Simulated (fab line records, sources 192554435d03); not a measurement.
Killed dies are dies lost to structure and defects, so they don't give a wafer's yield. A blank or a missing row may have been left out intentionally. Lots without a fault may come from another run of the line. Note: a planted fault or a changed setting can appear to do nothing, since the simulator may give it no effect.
Which tool was responsible? -- flow n5Finfet -- 11 lots with 33 wafers sampled at 5 steps, on a route of 1938 steps

WHAT THE GAUGES READ, wafer by wafer
N5_BEOL_M4_RC_MEAS_101.
lot,measured,on,DIBL_N (mV/V),DIBL_P (mV/V),IOFF_N (nA/um),IOFF_P (nA/um),ION_N (uA/um),ION_P (uA/um),SS_N (mV/dec),SS_P (mV/dec),VT_N (mV),VT_P (mV)
L314,day 7 15:28,prober-01,35.4 35.3 34.9,36.0 36.6 36.1,0.14 0.15 0.15,0.19 0.20 0.19,666 684 678,457 469 466,71.4 71.6 71.6,73.2 73.9 73.7,253 249 253,-255 -252 -252
L320,day 9 10:17,prober-01,37.3 36.6 37.0,38.4 36.7 37.8,0.18 0.17 0.17,0.24 0.22 0.24,680 688 676,466 459 465,72.3 71.7 72.3,72.8 72.8 73.0,247 250 249,-251 -253 -248
L324,day 10 07:21,prober-01,34.9 35.6 33.3,35.2 36.8 33.1,0.15 0.16 0.12,0.22 0.23 0.19,679 675 690,467 467 479,71.0 71.6 70.1,73.7 74.1 72.8,249 249 254,-250 -248 -249
L323,day 10 07:46,prober-02,34.4 36.1 36.9,34.8 37.7 38.2,0.11 0.14 0.15,0.16 0.21 0.20,662 653 662,448 460 450,70.0 70.6 71.1,72.8 73.9 73.8,253 253 251,-257 -251 -253
L328,day 11 13:41,prober-01,35.8 39.6 36.3,36.1 39.5 36.7,0.17 0.23 0.17,0.27 0.32 0.27,673 683 690,471 470 478,71.4 71.9 71.5,73.0 73.3 72.8,247 245 247,-244 -241 -243
L329,day 11 16:40,prober-02,37.0 38.1 39.1,36.3 37.1 38.9,0.17 0.19 0.21,0.24 0.24 0.27,677 675 686,463 462 465,71.6 72.2 72.7,73.4 73.7 73.8,249 248 248,-248 -246 -248
L330,day 11 18:43,prober-02,38.3 37.4 39.3,38.1 36.6 38.4,0.17 0.15 0.17,0.20 0.19 0.20,681 660 661,455 457 450,72.2 72.0 73.0,74.4 73.6 73.8,250 252 251,-254 -255 -253
L333,day 12 03:55,prober-01,37.3 36.3 37.3,36.6 35.8 36.4,0.16 0.15 0.17,0.23 0.22 0.23,678 662 667,472 460 464,71.4 71.4 71.9,72.5 73.4 73.5,254 253 249,-245 -248 -247
L334,day 13 00:05,prober-02,33.4 35.3 34.3,33.1 34.8 33.9,0.13 0.16 0.14,0.17 0.19 0.18,682 677 672,465 462 459,71.4 71.3 71.9,72.7 73.6 73.2,251 247 250,-254 -251 -252
L336,day 13 10:11,prober-02,36.2 37.3 37.5,35.1 36.3 37.0,0.14 0.16 0.16,0.17 0.18 0.20,662 677 673,447 458 458,71.2 72.1 71.5,73.8 73.9 74.2,253 249 247,-251 -254 -253
L337,day 13 10:06,prober-01,33.2 36.3 36.8,33.6 37.7 38.6,0.12 0.18 0.19,0.16 0.21 0.22,669 678 677,452 461 458,71.2 71.9 72.1,72.4 74.4 74.3,252 248 246,-256 -250 -253

TOOL THAT RAN EACH LOT (tool first, then ch and the chambers of the sampled wafers, then the start)
lot,N5_BEOL_M4_ANNEAL_49,N5_BEOL_M4_SPUTTER_79,N5_BEOL_M4_ANNEAL_80,N5_BEOL_M4_ANNEAL_93
L314,"pvdSputter-01, day 7 12:32","pvdSputter-01, day 7 12:40","pvdSputter-01, day 7 12:45","pvdSputter-01, day 7 13:51"
L320,"pvdSputter-01, day 9 07:17","pvdSputter-01, day 9 07:25","pvdSputter-01, day 9 07:30","pvdSputter-01, day 9 08:36"
L324,"pvdSputter-02, day 10 04:24","pvdSputter-02, day 10 04:32","pvdSputter-02, day 10 04:37","pvdSputter-02, day 10 05:43"
L323,"pvdSputter-03, day 10 04:53","pvdSputter-03, day 10 05:01","pvdSputter-03, day 10 05:06","pvdSputter-03, day 10 06:12"
L328,"pvdSputter-03, day 11 10:52","pvdSputter-03, day 11 11:00","pvdSputter-03, day 11 11:05","pvdSputter-03, day 11 12:11"
L329,"pvdSputter-02, day 11 13:37","pvdSputter-02, day 11 13:45","pvdSputter-02, day 11 13:50","pvdSputter-02, day 11 14:56"
L330,"pvdSputter-03, day 11 15:46","pvdSputter-03, day 11 15:54","pvdSputter-03, day 11 15:59","pvdSputter-03, day 11 17:05"
L333,"pvdSputter-02, day 12 00:39","pvdSputter-02, day 12 00:47","pvdSputter-02, day 12 00:52","pvdSputter-02, day 12 01:58"
L334,"pvdSputter-03, day 12 21:10","pvdSputter-03, day 12 21:18","pvdSputter-03, day 12 21:23","pvdSputter-03, day 12 22:29"
L336,"pvdSputter-01, day 13 04:50","pvdSputter-01, day 13 04:58","pvdSputter-01, day 13 05:03","pvdSputter-01, day 13 06:09"
L337,"pvdSputter-01, day 13 06:43","pvdSputter-01, day 13 06:51","pvdSputter-01, day 13 06:56","pvdSputter-01, day 13 08:02"
- N5_BEOL_M4_ANNEAL_49: time 240 s.
- N5_BEOL_M4_SPUTTER_79: material Cu, target thk 4.5 nm, time 8.29 s.
- N5_BEOL_M4_ANNEAL_80: time 240 s.
- N5_BEOL_M4_ANNEAL_93: time 240 s.

AS READ BY THE TOOLS THEMSELVES (means over the sampled wafers that have a number; for cases with no such wafer, the mark the record gives instead)
N5_BEOL_M4_ANNEAL_49.
lot,tool,heaterPowerW (W)
L314,pvdSputter-01,940
L320,pvdSputter-01,854
L324,pvdSputter-02,887
L323,pvdSputter-03,904
L328,pvdSputter-03,903
L329,pvdSputter-02,887
L330,pvdSputter-03,850
L333,pvdSputter-02,949
L334,pvdSputter-03,822
L336,pvdSputter-01,861
L337,pvdSputter-01,854

N5_BEOL_M4_SPUTTER_79.
lot,tool,chamberPressurePa (Pa),chuckGasFlowSccm (sccm),throttleValvePct (%)
L314,pvdSputter-01,0.07016,1.28,31.1
L320,pvdSputter-01,0.06985,1.25,31.3
L324,pvdSputter-02,-,-,-
L323,pvdSputter-03,-,-,-
L328,pvdSputter-03,0.07000,1.25,29.7
L329,pvdSputter-02,0.07003,1.24,30.5
L330,pvdSputter-03,0.06992,1.26,29.9
L333,pvdSputter-02,0.07000,1.21,30.8
L334,pvdSputter-03,0.07010,1.27,30.4
L336,pvdSputter-01,0.07003,1.23,31.1
L337,pvdSputter-01,0.06999,1.24,30.8

N5_BEOL_M4_ANNEAL_80.
lot,tool,heaterPowerW (W)
L314,pvdSputter-01,940
L320,pvdSputter-01,839
L324,pvdSputter-02,867
L323,pvdSputter-03,907
L328,pvdSputter-03,889
L329,pvdSputter-02,876
L330,pvdSputter-03,850
L333,pvdSputter-02,947
L334,pvdSputter-03,830
L336,pvdSputter-01,848
L337,pvdSputter-01,850

N5_BEOL_M4_ANNEAL_93.
lot,tool,heaterPowerW (W)
L314,pvdSputter-01,948
L320,pvdSputter-01,856
L324,pvdSputter-02,871
L323,pvdSputter-03,918
L328,pvdSputter-03,889
L329,pvdSputter-02,880
L330,pvdSputter-03,860
L333,pvdSputter-02,960
L334,pvdSputter-03,830
L336,pvdSputter-01,844
L337,pvdSputter-01,856

THE ANSWER, worked out from the rows above alone
Rule: the lots themselves supply what counts as usual. Put in order of their means at a reading, lots are off if they are a third of the lots or fewer, leave a main group of 4 or more, and stand apart from it by a gap of 3 or more times the standard deviation of the main group's means; of several such gaps the widest counts. A main group whose means are all the same, to the digits that the tables above print for the reading, isn't used. A lot without any number at a reading at which 4 lots or more have one is off too. Where the step has rows for the other lots, those lots are counted as sound. The gauges are gone through in route order, then the tools' own readings, and for those a lot's mean is taken as printed above. The first step at which some lot is off is used, and at that step the reading that is off furthest; a lot without a number counts as furthest.
Off: L324, L323, at N5_BEOL_M4_SPUTTER_79 (chamberPressurePa). Without a number there: L324, L323. For the main group the mean is 0.07001 Pa and the standard deviation 8.5e-05.
If a tool, at that step or one of the process steps before it, ran each lot that is off and ran no sound lot following the first of them, it fits. None of those tried fits.

WHAT THE SIMULATOR HAD INSERTED
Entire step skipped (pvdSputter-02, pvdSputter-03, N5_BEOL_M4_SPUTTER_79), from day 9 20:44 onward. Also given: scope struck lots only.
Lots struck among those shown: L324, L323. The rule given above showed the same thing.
